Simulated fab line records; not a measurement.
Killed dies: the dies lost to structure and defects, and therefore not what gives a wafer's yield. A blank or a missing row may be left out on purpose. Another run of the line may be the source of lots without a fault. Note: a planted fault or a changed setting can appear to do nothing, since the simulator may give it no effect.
fab line records	flow nandHarc	part 1 of 2: steps 1 to 4 of 6
record lots=22	wafers=66	lastDay=33
route steps=1302 shown A_STAIRCASE@789 A_SGD_CUT@904
lots with no fault: from the same line, run without faults
startH: hours from the record's first day to the start of the lot's first wafer shown	waitH: hours elapsed since this lot's preceding step	" identical to the entry in the row above	L1.1+2: a row that stands for several wafers	- no value present, or no start provided	* or withheld: withheld	< > ~ a bound
route shown NAME@n: a module of which the file shows steps, and the number in the route of the first	usual: mean/standard deviation of fault-free wafers	same: alike in all rows	chamber/n: place in a boat	sites: each site's reading	_std_site: standard deviation across them	_edge_site: mean of outer sites minus mean of inner sites	radiusMm: how far each site lies from the wafer's centre	mask NAME#n: copy n	behind: tool/chamber where the wafer was last shaped	hold: reason for holding the lot/hours on hold/outcome of the hold	device: names the non-switching transistor (n, p or np)	end of line: at the end of the route, the tests of the same wafers	a step with no rows: only its recipe	killed: not the wafer's yield, but the dies lost to structure and defects at the first sort	map: per-die view of a wafer (x killed, . not killed, _ where there is no die)
set.NAME: the setting the step ran with; set.NAME@STEP: the setting that earlier step ran with	model.NAME: the simulator's own value behind a step, which no gauge read
steps of the route over a sample of lots; a table a step, a row a wafer
services: a tool's chamber out of use, with start hour (startH, from the record's first day; less than 0 if before it), hours out, and reason
## steps
# step NHARC_A_STAIRCASE_ETCH_273
# recipe targetDepthA=1.02e+05	timeS=2468.6	ionEnergyEv=800	c4f8FlowSccm=80	o2FlowSccm=60	arFlowSccm=withheld	rfW=600	biasW=3000	chemistry=C4F8/O2/Ar
# usual biasW=2999/8.9	oesProductAu=0.939/0.01	rfFwdPowerW=600.1/1.7	rfVppV=1831/11
lot.wafer	tool	chamber	startH	waitH	biasW	oesProductAu	rfFwdPowerW	rfHoursCounterH	rfVppV
L074.1	rieDiel-12	3	-	-	2990	0.919	599.4	26	1832
L074.3	"	0	"	"	3002	0.930	601.7	24	1846
L074.5	"	1	"	"	2994	0.942	601.3	-	1840
L075.2	rieDiel-12	3	-	-	3016	0.936	598.8	28	1833
L075.4	"	2	"	"	2994	0.939	599.3	28	1822
L075.5	"	0	"	"	3007	0.955	603.4	-	1845
L076.4	rieDiel-01	3	-	-	3006	0.932	600.3	54	1813
L076.6	"	1	"	"	3008	0.929	600.7	-	1837
L076.5	"	2	"	"	3009	0.933	600.7	-	1825
L077.2	rieDiel-12	3	-	-	3004	0.933	601.7	37	1831
L077.3	"	0	"	"	2990	0.947	595.7	36	1846
L077.6	"	2	"	"	2998	0.936	599.3	-	1820
L078.1	rieDiel-12	0	-	-	2996	0.937	598.5	38	1846
L078.3	"	1	"	"	2981	0.944	601.7	39	1841
L078.6	"	0	"	"	2995	0.941	601.1	-	1845
L079.2	rieDiel-12	3	-	-	2978	0.927	600.9	41	1831
L079.1	"	0	"	"	2991	0.947	601.9	40	1846
L079.4	"	2	"	"	2979	0.927	599.3	41	1820
L080.3	rieDiel-01	3	-	-	3003	0.939	603.1	10	1814
L080.5	"	0	"	"	3008	0.954	598.6	-	1831
L080.6	"	1	"	"	3003	0.948	603.1	-	1837
L081.1	rieDiel-12	1	-	-	2996	0.965	603.6	46	1840
L081.4	"	0	"	"	2999	0.957	599.6	46	1845
L081.6	"	2	"	"	2998	0.947	600.8	-	1823
L083.4	rieDiel-04	3	-	-	2992	0.946	601.4	28	1808
L083.1	"	0	"	"	2980	0.933	599.5	28	1846
L083.5	"	3	"	"	2989	0.937	598.7	-	1809
L085.4	rieDiel-01	3	-	-	2997	0.953	600.5	34	1812
L085.1	"	2	"	"	2995	0.930	598.5	32	1823
L085.6	"	3	"	"	2999	0.956	599.5	-	1813
L086.2	rieDiel-12	2	-	-	3004	0.932	601.5	11	1822
L086.4	"	0	"	"	3008	0.946	600.0	12	1844
L086.6	"	1	"	"	2996	0.949	599.6	-	1840
L087.4	rieDiel-01	0	-	-	2990	0.940	601.1	45	1829
L087.1	"	2	"	"	3001	0.934	597.4	37	1825
L087.5	"	3	"	"	3001	0.937	598.8	-	1812
L089.2	rieDiel-01	0	-	-	2993	0.940	599.0	54	1829
L089.4	"	1	"	"	3007	0.944	599.6	49	1835
L089.1	"	3	"	"	3017	0.962	602.8	51	1812
L090.3	rieDiel-04	2	-	-	3006	0.925	601.7	50	1844
L090.2	"	3	"	"	2987	0.934	597.4	45	1808
L090.5	"	3	"	"	3000	0.940	599.6	-	1808
L088.1	rieDiel-04	2	-	-	3001	0.941	599.9	52	1844
L088.4	"	1	"	"	3004	0.950	600.5	44	1822
L088.6	"	3	"	"	2998	0.931	598.0	-	1807
L092.2	rieDiel-01	1	-	-	2990	0.945	600.9	54	1835
L092.3	"	2	"	"	2987	0.928	600.6	49	1823
L092.5	"	0	"	"	3018	0.931	598.6	-	1829
L091.4	rieDiel-01	2	-	-	3017	0.917	602.1	50	1824
L091.5	"	3	"	"	3016	0.948	600.8	-	1810
L091.6	"	0	"	"	3003	0.928	598.5	-	1826
L093.1	rieDiel-01	1	-	-	2990	0.938	601.2	58	1836
L093.4	"	2	"	"	3007	0.924	601.2	53	1821
L093.6	"	1	"	"	3005	0.948	599.5	-	1836
L095.1	rieDiel-12	2	-	-	3009	0.937	603.0	40	1820
L095.3	"	0	"	"	2999	0.953	602.9	30	1844
L095.6	"	1	"	"	2980	0.938	598.3	-	1839
L094.2	rieDiel-04	1	-	-	3009	0.949	601.1	13	1822
L094.3	"	3	"	"	2996	0.961	601.5	19	1845
L094.5	"	2	"	"	2990	0.948	599.9	-	1840
L096.2	rieDiel-12	2	-	-	3002	0.937	602.1	44	1820
L096.6	"	3	"	"	2988	0.927	602.0	-	1828
L096.5	"	0	"	"	3005	0.928	597.5	-	1843
L097.2	rieDiel-12	0	-	-	2996	0.948	600.1	33	1843
L097.4	"	1	"	"	3008	0.936	600.6	46	1838
L097.1	"	2	"	"	2988	0.944	598.3	45	1821
# step NHARC_A_STAIRCASE_DEP_301
# recipe targetThkA=300	targetThkNm=30	tempC=400	pressureTorr=3.5	flowSccm=200	rfW=350	material=SiON
# usual heaterPowerW=698/77	rfFwdPowerW=348.5/1.2
lot.wafer	tool	chamber	startH	waitH	heaterPowerW	rfFwdPowerW
L074.1	pecvd-01	0	383.92	1.6	813	348.0
L074.3	"	2	"	"	734	346.9
L074.5	"	0	"	"	812	348.2
L075.2	pecvd-04	0	388.88	1.3	702	349.3
L075.5	"	0	"	"	681	349.7
L075.4	"	1	"	"	590	348.5
L076.5	pecvd-02	0	393.92	0.4	616	349.6
L076.6	"	1	"	"	652	348.0
L076.4	"	2	"	"	629	348.6
L077.2	pecvd-01	0	421.22	1.2	793	348.0
L077.3	"	0	"	"	803	347.0
L077.6	"	1	"	"	786	349.4
L078.3	pecvd-02	0	431.92	0.9	604	347.7
L078.1	"	1	"	"	669	348.4
L078.6	"	0	"	"	617	346.1
L079.2	pecvd-01	1	435.68	1.3	821	350.4
L079.1	"	0	"	"	834	347.7
L079.4	"	2	"	"	791	348.1
L080.3	pecvd-02	2	439.28	1.0	650	347.1
L080.6	"	1	"	"	664	348.0
L080.5	"	0	"	"	669	345.9
L081.1	pecvd-02	2	455.38	1.6	685	349.0
L081.6	"	1	"	"	586	347.0
L081.4	"	2	"	"	700	348.4
L083.1	pecvd-04	2	478.21	1.6	681	350.3
L083.5	"	1	"	"	588	349.2
L083.4	"	2	"	"	670	348.4
L085.1	pecvd-02	0	504.19	1.6	668	346.0
L085.6	"	0	"	"	683	345.4
L085.4	"	1	"	"	651	349.8
L086.2	pecvd-01	1	508.99	1.2	837	349.9
L086.4	"	1	"	"	840	348.2
L086.6	"	2	"	"	707	348.5
L087.1	pecvd-04	1	519.20	1.6	681	348.8
L087.5	"	2	"	"	611	349.1
L087.4	"	0	"	"	778	348.3
L089.1	pecvd-04	0	536.34	1.6	737	347.9
L089.2	"	1	"	"	645	350.9
L089.4	"	0	"	"	721	350.8
L090.2	pecvd-02	2	541.91	1.3	628	349.8
L090.3	"	0	"	"	678	347.6
L090.5	"	1	"	"	627	347.3
L088.1	pecvd-01	0	543.76	1.6	760	347.8
L088.4	"	0	"	"	763	348.5
L088.6	"	1	"	"	687	351.0
L092.3	pecvd-01	2	556.88	1.0	797	348.9
L092.2	"	0	"	"	834	348.1
L092.5	"	0	"	"	833	349.8
L091.6	pecvd-02	0	557.63	0.1	583	347.2
L091.4	"	1	"	"	670	348.9
L091.5	"	2	"	"	649	348.4
L093.1	pecvd-02	0	561.05	1.6	671	348.9
L093.4	"	2	"	"	595	348.8
L093.6	"	0	"	"	694	348.2
L095.1	pecvd-01	2	596.53	1.5	717	347.2
L095.3	"	0	"	"	759	346.8
L095.6	"	1	"	"	735	349.2
L094.2	pecvd-01	2	598.85	1.3	755	350.1
L094.3	"	0	"	"	827	349.7
L094.5	"	0	"	"	829	347.7
L096.2	pecvd-04	0	605.57	1.3	825	350.0
L096.6	"	2	"	"	625	349.5
L096.5	"	0	"	"	806	348.0
L097.1	pecvd-02	1	607.85	1.6	653	346.0
L097.2	"	2	"	"	665	350.5
L097.4	"	1	"	"	639	346.4
# step NHARC_A_STAIRCASE_CMP_152
# usual motorCurrentA=12.4/1.3	slurryFilterDpKPa=13.51/0.14
lot.wafer	tool	chamber	startH	waitH	motorCurrentA	slurryFilterDpKPa
L074.3	cmp-01	3	432.08	0.1	11.5	13.56
L074.1	"	2	"	"	13.9	13.69
L074.5	"	0	"	"	13.2	13.51
L076.4	cmp-04	1	437.03	0.1	13.0	13.47
L076.5	"	1	"	"	13.1	13.46
L076.6	"	2	"	"	10.2	13.54
L075.2	cmp-03	2	437.24	0.1	15.8	13.41
L075.4	"	3	"	"	12.7	13.32
L075.5	"	2	"	"	14.6	13.46
L077.2	cmp-03	3	472.89	0.1	11.9	13.60
L077.3	"	1	"	"	11.5	13.41
L077.6	"	0	"	"	12.0	13.66
L078.1	cmp-04	2	477.75	0.1	10.6	13.42
L078.3	"	3	"	"	11.7	13.28
L078.6	"	3	"	"	11.3	13.70
L079.4	cmp-03	0	480.75	0.1	12.4	13.51
L079.2	"	2	"	"	14.5	13.62
L079.1	"	3	"	"	11.6	13.34
L080.3	cmp-03	1	484.99	0.1	11.0	13.47
L080.5	"	2	"	"	14.7	13.56
L080.6	"	3	"	"	11.6	13.41
L081.1	cmp-03	0	500.71	0.1	12.4	13.58
L081.4	"	3	"	"	11.6	13.54
L081.6	"	1	"	"	10.7	13.65
L083.4	cmp-01	2	525.43	0.1	13.4	13.90
L083.1	"	3	"	"	12.5	13.59
L083.5	"	2	"	"	14.6	13.43
L085.4	cmp-04	3	554.01	0.1	11.5	13.61
L085.1	"	1	"	"	13.5	13.57
L085.6	"	3	"	"	11.4	13.50
L086.2	cmp-03	0	561.52	0.1	12.4	13.27
L086.4	"	1	"	"	10.9	13.39
L086.6	"	0	"	"	12.5	13.30
L087.1	cmp-04	1	570.66	0.1	13.3	13.39
L087.4	"	2	"	"	11.0	13.46
L087.5	"	3	"	"	11.9	13.47
L089.2	cmp-01	0	591.32	1.5	13.5	13.35
L089.4	"	1	"	"	11.9	13.66
L089.1	"	2	"	"	13.1	13.78
L088.1	cmp-04	0	600.17	0.1	13.4	13.56
L088.4	"	1	"	"	13.0	13.47
L088.6	"	0	"	"	13.7	13.58
L090.2	cmp-03	1	600.36	0.1	10.6	13.68
L090.3	"	0	"	"	11.6	13.68
L090.5	"	1	"	"	10.6	13.66
L092.2	cmp-04	1	611.19	0.1	12.8	13.24
L092.3	"	2	"	"	10.6	13.43
L092.5	"	1	"	"	13.2	13.51
L091.4	cmp-01	2	611.50	0.1	14.0	13.58
L091.5	"	3	"	"	12.2	13.36
L091.6	"	0	"	"	13.1	13.53
L093.4	cmp-04	0	611.76	0.1	13.9	13.45
L093.1	"	1	"	"	13.1	13.24
L093.6	"	1	"	"	12.6	13.55
L095.1	cmp-04	3	644.55	0.1	12.5	13.44
L095.3	"	1	"	"	13.1	13.42
L095.6	"	0	"	"	13.2	13.35
L094.2	cmp-04	2	644.81	0.1	10.6	13.55
L094.3	"	3	"	"	12.0	13.46
L094.5	"	1	"	"	13.3	13.49
L097.4	cmp-01	2	654.19	0.1	13.7	13.45
L097.2	"	3	"	"	12.5	13.59
L097.1	"	1	"	"	12.2	13.47
L096.2	cmp-01	3	655.46	0.1	11.9	13.54
L096.5	"	1	"	"	12.2	13.49
L096.6	"	2	"	"	13.4	13.34
# step NHARC_A_STAIRCASE_ETCHBACK_422
# recipe targetDepthA=400	overEtchFrac=0.3	timeS=74.286	ionEnergyEv=120	ch3fFlowSccm=50	o2FlowSccm=30	arFlowSccm=200	rfW=500	biasW=100	chemistry=CH3F/O2
# usual biasW=99.97/0.29	drypumpMotorCurrentA=5.8/0.41	oesProductAu=0.97/0.038	rfFwdPowerW=495.2/1.9	rfVppV=244.8/1.8	showerheadPlenumPTorr=2.49/0.12	throttleValvePct=20.663/0.0092
lot.wafer	tool	chamber	startH	waitH	biasW	drypumpMotorCurrentA	oesProductAu	rfFwdPowerW	rfHoursCounterH	rfVppV	showerheadPlenumPTorr	throttleValvePct
L074.1	rieDiel-04	2	432.56	0.2	99.67	5.1	1.01	495.0	22	246.3	2.63	20.656
L074.3	"	3	"	"	100.04	5.5	1.00	498.7	19	241.6	2.29	20.672
L074.5	"	0	"	"	100.27	6.6	1.02	498.2	-	247.5	2.65	20.670
L076.4	rieDiel-04	0	437.49	0.1	99.97	6.7	0.93	498.6	21	247.3	2.65	20.668
L076.6	"	0	"	"	99.70	6.7	0.92	495.3	-	247.7	2.65	20.680
L076.5	"	1	"	"	100.10	5.8	0.93	491.3	-	242.8	2.43	20.667
L075.2	rieDiel-04	1	437.70	0.1	100.10	5.8	0.94	490.2	23	244.8	2.43	20.655
L075.4	"	2	"	"	99.59	5.1	0.93	493.9	23	246.3	2.63	20.673
L075.5	"	2	"	"	99.97	5.1	0.93	498.0	-	246.7	2.63	20.664
L077.2	rieDiel-01	0	473.49	0.3	99.98	5.7	1.01	494.7	30	245.2	2.48	20.681
L077.3	"	1	"	"	99.86	5.6	1.02	493.3	31	244.9	2.55	20.659
L077.6	"	1	"	"	99.76	5.6	1.01	493.3	-	246.7	2.55	20.672
L078.3	rieDiel-01	3	478.21	0.1	99.73	5.8	0.94	493.0	30	241.9	2.32	20.663
L078.1	"	1	"	"	100.59	5.5	0.94	495.9	34	245.0	2.55	20.649
L078.6	"	3	"	"	99.97	5.8	0.92	494.7	-	241.1	2.32	20.670
L079.2	rieDiel-12	1	481.22	0.1	99.58	5.8	0.96	496.5	10	247.9	2.59	20.661
L079.4	"	3	"	"	100.00	5.7	0.95	493.0	7	245.0	2.50	20.669
L079.1	"	0	"	"	100.10	6.3	0.95	493.6	10	246.6	2.64	20.667
L080.3	rieDiel-04	2	485.43	0.1	100.45	5.1	0.92	493.8	39	247.3	2.62	20.650
L080.6	"	1	"	"	100.02	5.8	0.96	493.3	-	244.0	2.42	20.648
L080.5	"	2	"	"	100.30	5.1	0.94	492.8	-	247.4	2.62	20.667
L081.1	rieDiel-12	2	501.17	0.1	99.48	5.3	0.92	494.5	13	243.4	2.40	20.658
L081.6	"	2	"	"	99.65	5.3	0.91	492.1	-	244.3	2.40	20.667
L081.4	"	1	"	"	100.07	5.8	0.94	496.3	-	245.2	2.59	20.647
L083.4	rieDiel-01	3	525.90	0.2	100.12	5.8	1.00	496.1	50	242.8	2.32	20.672
L083.1	"	0	"	"	99.90	5.7	1.02	495.9	54	243.7	2.47	20.657
L083.5	"	3	"	"	99.23	5.8	1.01	498.2	-	241.4	2.32	20.672
L085.4	rieDiel-04	3	554.46	0.1	99.75	5.5	1.00	494.9	7	247.1	2.66	20.669
L085.1	"	2	"	"	100.16	5.2	1.00	495.1	6	245.0	2.61	20.669
L085.6	"	0	"	"	99.81	6.7	1.00	495.1	-	246.5	2.64	20.656
L086.4	rieDiel-12	3	562.01	0.2	99.72	5.7	0.92	492.6	29	244.6	2.49	20.658
L086.2	"	0	"	"	100.34	6.3	0.92	498.3	24	246.3	2.63	20.672
L086.6	"	2	"	"	100.17	5.3	0.92	494.1	-	243.7	2.39	20.675
L087.4	rieDiel-01	2	571.10	0.1	100.40	5.9	0.99	495.3	0	241.8	2.42	20.657
L087.1	"	1	"	"	99.89	5.5	1.00	497.3	0	243.8	2.54	20.652
L087.5	"	3	"	"	99.35	5.8	0.99	496.2	-	242.7	2.31	20.662
L089.2	rieDiel-04	0	591.78	0.1	100.26	6.6	1.02	494.9	18	247.0	2.63	20.648
L089.4	"	1	"	"	99.97	5.8	1.01	495.6	14	244.3	2.41	20.663
L089.1	"	2	"	"	99.97	5.1	0.99	495.7	16	246.1	2.61	20.672
L088.1	rieDiel-04	2	600.65	0.2	99.77	5.1	1.01	492.8	21	246.1	2.61	20.657
L088.4	"	3	"	"	99.66	5.5	1.00	496.0	25	247.5	2.65	20.657
L088.6	"	1	"	"	99.61	5.8	1.01	494.3	-	244.1	2.41	20.663
L090.2	rieDiel-12	0	600.83	0.1	99.49	6.3	0.93	495.8	34	247.5	2.63	20.681
L090.3	"	3	"	"	100.18	5.7	0.91	493.8	42	245.0	2.49	20.656
L090.5	"	0	"	"	99.74	6.3	0.93	495.1	-	247.0	2.63	20.673
L092.2	rieDiel-01	3	611.64	0.1	99.55	5.8	1.01	494.5	15	242.4	2.31	20.649
L092.3	"	1	"	"	100.23	5.5	0.99	495.2	11	246.2	2.53	20.673
L092.5	"	3	"	"	99.96	5.8	1.00	496.9	-	242.2	2.31	20.675
L091.4	rieDiel-01	0	611.96	0.2	99.69	5.7	1.01	493.5	11	244.4	2.46	20.656
L091.5	"	2	"	"	100.34	5.8	0.99	494.9	-	244.5	2.41	20.664
L091.6	"	3	"	"	99.87	5.8	0.99	494.0	-	242.6	2.30	20.688
L093.1	rieDiel-01	1	612.21	0.1	100.32	5.6	0.99	494.8	11	245.2	2.53	20.659
L093.4	"	2	"	"	100.25	5.9	0.99	494.0	16	245.4	2.41	20.659
L093.6	"	2	"	"	100.03	5.8	0.99	497.0	-	243.3	2.41	20.652
L095.3	rieDiel-12	0	645.01	0.1	99.67	6.3	1.01	495.4	5	245.9	2.62	20.658
L095.1	"	3	"	"	100.28	5.6	0.99	495.2	5	244.6	2.48	20.658
L095.6	"	0	"	"	100.27	6.3	1.00	494.5	-	247.6	2.62	20.666
L094.3	rieDiel-04	0	645.25	0.1	100.04	6.7	0.91	496.6	36	245.5	2.62	20.651
L094.2	"	2	"	"	99.41	5.1	0.93	495.5	34	245.2	2.60	20.663
L094.5	"	0	"	"	100.19	6.7	0.93	498.6	-	246.1	2.62	20.668
L097.4	rieDiel-12	0	654.66	0.1	100.32	6.3	1.00	496.2	9	247.0	2.62	20.654
L097.2	"	2	"	"	100.05	5.3	0.99	493.7	11	242.3	2.38	20.652
L097.1	"	3	"	"	100.20	5.6	1.01	494.5	8	243.7	2.48	20.671
L096.2	rieDiel-01	2	655.94	0.2	99.94	5.9	0.99	497.3	29	243.4	2.41	20.642
L096.6	"	0	"	"	99.86	5.7	1.00	493.5	-	244.6	2.46	20.679
L096.5	"	2	"	"	99.87	5.9	0.98	495.1	-	243.7	2.41	20.651
